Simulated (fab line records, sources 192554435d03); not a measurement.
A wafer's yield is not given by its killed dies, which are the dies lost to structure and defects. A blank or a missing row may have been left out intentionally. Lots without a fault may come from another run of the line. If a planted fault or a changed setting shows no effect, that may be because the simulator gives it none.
Struck lot and sound lot, side by side | flow n5-finfet | 18 steps out of a route of 1938
Sound: the wafers L561.3, L561.5, L561.6. Struck: wafer L556.4. (L556.2 of the same lot was not struck and is left out.) The cause comes at the end.
For every step that has rows: the tool of each side, followed by ch and its chambers, followed by its first start. Under that, the readings that differ: sound wafers | struck wafers | difference of the means | sigmas: that difference in standard deviations of wafers without a fault.
alike: readings whose means differ by less than 2 such deviations, and words and numbers that are the same on both sides. not compared: withheld readings, readings that some wafer has no value for, bounds like >300 that may hide the same value, and numbers for which the record gives no deviation and whose values overlap.
The two part at a step that has a row with sigmas, a row that says differs or no value, or rows on one side only. When numbers do not overlap yet have no deviation, they are printed without sigmas and do not part them. Lack of a reading on every wafer of one side parts them only where that side has two or more wafers.

first, 1 step without rows for these wafers: N5_ZERO_LAYER_SRD_01 (time 30 s, dry time 30 s).
N5_ZERO_LAYER_PECVD_02: deposits SiO2 from SiH4/N2O, target thk 10 nm, time 6 s.
  sound on pecvd-01 ch 0,1,2, day 6 18:18; struck on pecvd-02 ch 2, day 5 12:20
  alike: heater-power-w, rf-fwd-power-W, showerhead-plenum-p-Torr, showerhead-vpp-V
then, 8 steps without rows for these wafers: N5_ZERO_LAYER_HMDS_04 (time 60 s); N5_ZERO_LAYER_COAT_05 (resist thk 1000 nm); N5_ZERO_LAYER_EBR_07; N5_ZERO_LAYER_SOFTBAKE_06 (time 90 s); N5_ZERO_LAYER_EXPOSE_08 (exposes mask ZERO, defocus 0 nm, target cd 2000 nm); N5_ZERO_LAYER_PEB_09; N5_ZERO_LAYER_DEVELOP_10 (develop time 60 s); N5_ZERO_LAYER_HARDBAKE_23 (time 120 s).
N5_ZERO_LAYER_CD_MEAS_11: target cd 2000 nm.
  sound on cd-sem-01 ch 0, day 6 18:40; struck on cd-sem-01 ch 0, day 5 12:50
  reading    | sound                | struck | difference | sigmas
  cd-nm (nm) | 2001.7 2001.1 1999.9 | 1996.6 | -4.3       | -3
N5_ZERO_LAYER_DESCUM_16: chemistry O2, time 7.9 s.
  sound on rie-diel-02 ch 0,1,2, day 6 18:42; struck on rie-diel-04 ch 2, day 5 12:52
  alike: drypump-motor-current-A, oes-product-au, rf-fwd-power-W, rf-vpp-V, showerhead-plenum-p-Torr, throttle-valve-pct
  not compared: rf-hours-counter-h
N5_ZERO_LAYER_ETCH_17: etches SiO2 in CF4, target depth 12 nm, time 13.3 s.
  sound on rie-diel-02 ch 0,1,2, day 6 18:44; struck on rie-diel-04 ch 2, day 5 12:54
  reading                                      | sound             | struck | difference | sigmas
  oes-product-au (a.u.)                        | 0.74 0.81 0.76    | 1.08   | +0.31      | +10
  model.etch.depth-nm (nm)                     | 11.83 11.91 11.81 | 19.65  | +7.80      |
  model.coat_of_ZERO_LAYER_COAT_05.thk-nm (nm) | 969.9 968.7 972.7 | 962    | -8         |
  alike: drypump-motor-current-A, rf-fwd-power-W, rf-vpp-V, showerhead-plenum-p-Torr, throttle-valve-pct
  not compared: rf-hours-counter-h
N5_ZERO_LAYER_ETCH_18: etches Si in HBr/Cl2, target depth 120 nm, time 40 s.
  sound on rie-si-02 ch 1,2,3, day 6 18:48; struck on rie-si-05 ch 3, day 5 12:59
  reading                                      | sound             | struck | difference | sigmas
  model.coat_of_ZERO_LAYER_COAT_05.thk-nm (nm) | 928.9 928.8 933.3 | 922.1  | -8.2       |
  alike: drypump-motor-current-A, oes-product-au, rf-fwd-power-W, throttle-valve-pct
  not compared: rf-hours-counter-h
N5_ZERO_LAYER_STRIP_24: strips in O2.
  sound on plasma-asher-01 ch 0,1, day 6 18:56; struck on plasma-asher-01 ch 0, day 5 13:05
  reading                      | sound             | struck | difference | sigmas
  strip-time-to-endpoint-s (s) | 43.81 43.80 43.93 | 43.60  | -0.25      | -3
  alike: drypump-motor-current-A, heater-power-w, oes-product-au
  not compared: rf-hours-counter-h
then, 1 step without rows for these wafers: N5_ZERO_LAYER_STRIP_19 (strips in SPM, time 900 s).
-- here the record skips 7 days between the struck wafers' starts before and after, leaving off in module ZERO_LAYER and picking up in module BEOL_M4 (first step shown: number 1111 of the route) --
N5_BEOL_M4_RC_MEAS_101:
  sound on prober-02 ch 0, day 13 14:43; struck on prober-02 ch 0, day 12 05:26
  alike: DIBL_N, DIBL_P, IOFF_N, IOFF_P, ION_N, ION_P, SS_N, SS_P, VT_N, VT_P
-- a jump in the record: the struck wafers' starts before and after are 5 days apart (it breaks off in module BEOL_M4 and resumes in module PASSIVATION, where the first step shown is number 1936 of the route) --
N5_PASSIVATION_PROBE_49:
  record: rows for the struck wafers here (prober-02, day 16 22:32), none for the sound ones

== WHERE THEY PART ==
First at N5_ZERO_LAYER_CD_MEAS_11; last, within this record, at N5_PASSIVATION_PROBE_49.

WHY: whatever the simulator had introduced
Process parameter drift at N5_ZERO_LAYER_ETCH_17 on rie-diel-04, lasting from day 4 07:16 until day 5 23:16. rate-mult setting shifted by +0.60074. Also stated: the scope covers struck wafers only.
